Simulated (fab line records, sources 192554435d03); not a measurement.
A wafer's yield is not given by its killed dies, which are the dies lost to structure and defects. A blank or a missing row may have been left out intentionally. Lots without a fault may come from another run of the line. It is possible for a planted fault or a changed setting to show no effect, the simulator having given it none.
Split-lot trial ; flow n5Finfet ; on a route of 1938 steps: 7 lots, 21 wafers read

== ON THE SPLIT ==
At N5_HKMG_FIN_COAT_06 (resist thk 90 nm), the setting spinRpm was moved away from the recipe's 1500 rpm on 8 of the 21 wafers read, by -8.1% to +9.2%. The other wafers ran this setting at the recipe's value.

== FROM THE SPLIT TO THE READING: what the file shows between them, 4 steps ==
- N5_HKMG_FIN_EBR_08
- N5_HKMG_FIN_SOFTBAKE_07: time 60 s
- N5_HKMG_FIN_EXPOSE_09: exposes mask NWFM
- N5_HKMG_FIN_PEB_10: peb time 60 s

== THE READING ==
CAR-ArF_of_HKMG_FIN_COAT_06.thkNm (the simulator's own value, which no gauge read), in nm, at N5_HKMG_FIN_DEVELOP_11 (develop time 30 s). The file does not state a usual value for it. Across the 13 wafers here that went through the recipe, the average is 88.3 nm and the standard deviation 0.18 nm.

wafer;tool, chamber at the split;spinRpm as run, rpm;against the recipe;CAR-ArF_of_HKMG_FIN_COAT_06.thkNm, nm;against lot-mates on the recipe
L074.1;lithoTrack-04, 0;1500;recipe;88.2;-
L074.6;lithoTrack-04, 0;1500;recipe;88.2;-
L074.5;lithoTrack-04, 0;1500;recipe;88.4;-
L077.1;lithoTrack-04, 0;1500;recipe;88.4;-
L077.2;lithoTrack-04, 0;1500;recipe;88.4;-
L077.3;lithoTrack-04, 0;1500;recipe;88.6;-
L082.1;lithoTrack-02, 0;1500;recipe;88;-
L082.4;lithoTrack-02, 0;1500;recipe;88;-
L082.5;lithoTrack-02, 0;1500;recipe;88.2;-
L083.3;lithoTrack-02, 0;1576;+5.1%;85.8;no lot-mate on the recipe
L083.4;lithoTrack-02, 0;1576;+5.1%;85.8;no lot-mate on the recipe
L083.6;lithoTrack-02, 0;1576;+5.1%;85.6;no lot-mate on the recipe
L091.1;lithoTrack-04, 0;1500;recipe;88.6;-
L091.2;lithoTrack-04, 0;1500;recipe;88.4;-
L091.4;lithoTrack-04, 0;1638;+9.2%;85;-3.5
L092.2;lithoTrack-02, 0;1433;-4.5%;90.6;+2.2
L092.5;lithoTrack-02, 0;1500;recipe;88.4;-
L092.6;lithoTrack-02, 0;1433;-4.5%;90.8;+2.4
L094.1;lithoTrack-02, 0;1379;-8.1%;92;+3.6
L094.3;lithoTrack-02, 0;1500;recipe;88.4;-
L094.5;lithoTrack-02, 0;1379;-8.1%;92.4;+4.0

THE FIT
A straight line over all 21 wafers: CAR-ArF_of_HKMG_FIN_COAT_06.thkNm changes by -0.463 nm for each +1% of spinRpm; r = -0.99; the points scatter about the line by 0.31 nm.
The same after taking each lot's own level away (the mean of its wafers on the recipe; 18 wafers): -0.442 nm for each +1%; r = -0.99; scatter 0.21 nm.
The reading moves by 4.1 nm for the largest change in spinRpm, on that fit.
Measured against the standard deviation above, the lots' own levels, which go from 88.07 to 88.50 nm, span 2.3 times it.
The two slopes agree, so the slope changes little with the lot-to-lot level.
Check: with one of the wafers moved furthest among these (+9.2%) left out of the fit, the line predicts -4.4 nm for it against its lot-mates. It came out at -3.5 nm against them.

== THESE WAFERS: OTHER SPLITS ==
Other splits were also applied to these wafers ahead of the reading. Each is held against what the fit with the lots' levels taken away leaves over:
other split on the same wafers;wafers away from the commonest value;r with CAR-ArF_of_HKMG_FIN_COAT_06.thkNm (lot level and that fit taken away)
N5_ILD0_CMP_03 downForcePsi;7;+0.28
N5_HKMG_FIN_PEB_47 pebTimeS;7;-0.32
N5_HKMG_FIN_DEVELOP_48 developTimeS;9;+0.33

== THE WHOLE CHAIN: every reading that the file lists as answering this split, in the file's order ==
step;what it does;reading;change (the file's fit);r (the file's)
N5_HKMG_FIN_COAT_06;resist thk 90 nm;CAR-ArF_of_HKMG_FIN_COAT_06.thkNm (the simulator's own value, which no gauge read);-0.439 nm for each +1% of the setting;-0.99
N5_HKMG_FIN_DEVELOP_11;develop time 30 s;CAR-ArF_of_HKMG_FIN_COAT_06.thkNm (the simulator's own value, which no gauge read);-0.431 nm for each +1% of the setting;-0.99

== THE FILE'S OWN FIT ==
CAR-ArF_of_HKMG_FIN_COAT_06.thkNm changes by -0.431 nm for each +1% of spinRpm, r = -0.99.
